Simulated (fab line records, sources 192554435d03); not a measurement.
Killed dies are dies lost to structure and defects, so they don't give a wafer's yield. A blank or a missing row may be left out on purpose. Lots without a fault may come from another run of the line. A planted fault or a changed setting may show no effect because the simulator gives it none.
Which tool did it? | flow n5_finfet | 10 lots, 29 wafers sampled, at 5 steps of a route of 1938

WHAT THE GAUGES READ, wafer by wafer
N5_BEOL_M4_RC_MEAS_101.
lot  | measured     | on        | DIBL_N (mV/V)
L638 | day 7 20:04  | prober-02 | 37.4 35.6 36.4
L640 | day 8 07:10  | prober-01 | 34.1 36.9 33.7
L643 | day 9 12:39  | prober-02 | 38.0 36.7 37.5
L645 | day 9 17:04  | prober-02 | 38.5 37.1 36.1
L648 | day 10 18:43 | prober-02 | 36.3 37.7
L650 | day 10 22:04 | prober-02 | 35.3 35.9 36.4
L653 | day 12 01:01 | prober-01 | 37.8 36.3 36.0
L658 | day 13 13:07 | prober-02 | 35.4 36.8 38.6
L659 | day 13 06:37 | prober-02 | 31.8 32.8 35.6
L660 | day 13 15:26 | prober-02 | 34.6 35.0 37.1

WHICH TOOL RAN EACH LOT (tool, then ch and the chambers of the sampled wafers, then the start)
lot  | N5_BEOL_M1_ETCH_69                 | N5_BEOL_M1_ALD_84                   | N5_BEOL_M1_SURFACE_TREAT_85  | N5_BEOL_M1_ANNEAL_49
L638 | rie_diel-05 ch 1,2,3, day 6 00:50  | ald_metal-02 ch 0,1,3, day 6 07:42  | pvd_sputter-01, day 6 09:39  | pvd_sputter-01, day 6 11:37
L640 | rie_diel-02 ch 0,1, day 6 19:37    | ald_metal-02 ch 1,2,3, day 6 21:08  | pvd_sputter-01, day 6 21:29  | pvd_sputter-02, day 6 21:52
L643 | rie_diel-01 ch 1,2,3, day 7 20:49  | ald_metal-04 ch 0,1,2, day 7 22:11  | pvd_sputter-01, day 7 22:26  | pvd_sputter-02, day 7 23:12
L645 | rie_diel-02 ch 0,2,3, day 8 01:47  | ald_metal-02 ch 0,1,2, day 8 03:36  | pvd_sputter-03, day 8 03:53  | pvd_sputter-02, day 8 04:17
L648 | rie_diel-01 ch 2, day 8 19:41      | ald_metal-04 ch 1,3, day 8 23:26    | pvd_sputter-03, day 8 23:44  | pvd_sputter-01, day 9 00:06
L650 | rie_diel-01 ch 0,1,2, day 9 05:26  | ald_metal-02 ch 0,1,2, day 9 08:31  | pvd_sputter-01, day 9 08:47  | pvd_sputter-01, day 9 09:07
L653 | rie_diel-01 ch 0,1,3, day 9 21:05  | ald_metal-02 ch 0,1,3, day 10 03:05 | pvd_sputter-02, day 10 03:20 | pvd_sputter-02, day 10 03:38
L658 | rie_diel-02 ch 0,1,3, day 11 13:08 | ald_metal-04 ch 0,1,2, day 11 17:36 | pvd_sputter-02, day 11 18:04 | pvd_sputter-02, day 11 18:22
L659 | rie_diel-02 ch 0,2,3, day 11 13:24 | ald_metal-03 ch 1,2, day 11 19:29   | pvd_sputter-01, day 11 19:46 | pvd_sputter-03, day 11 20:13
L660 | rie_diel-02 ch 0,2, day 11 19:37   | ald_metal-04 ch 0,1, day 11 21:00   | pvd_sputter-02, day 11 21:19 | pvd_sputter-01, day 11 21:43
- N5_BEOL_M1_ETCH_69: etches SiARC in CF4, target depth 15.6 nm, time 26 s.
- N5_BEOL_M1_ALD_84: deposits TaN, pulse time 2 s, purge time 3 s, co reactant purge time 2 s.
- N5_BEOL_M1_SURFACE_TREAT_85
- N5_BEOL_M1_ANNEAL_49: time 240 s.

THE ANSWER, worked out from the rows above alone
Rule: what is usual is taken from the lots themselves. Put in order of their means at a reading, lots are off if they are a third of the lots or fewer, leave a main group of 4 or more, and stand apart from it by a gap of 3 or more times the standard deviation of the main group's means; of several such gaps the widest counts. A main group whose means are all the same, to the digits that the tables above print for the reading, isn't used. A lot without any number at a reading at which 4 lots or more have one is off too. The other lots that the step has rows for count as sound.
No lot is off at any reading shown: from this, nothing can be told.

WHAT THE SIMULATOR HAD PUT IN
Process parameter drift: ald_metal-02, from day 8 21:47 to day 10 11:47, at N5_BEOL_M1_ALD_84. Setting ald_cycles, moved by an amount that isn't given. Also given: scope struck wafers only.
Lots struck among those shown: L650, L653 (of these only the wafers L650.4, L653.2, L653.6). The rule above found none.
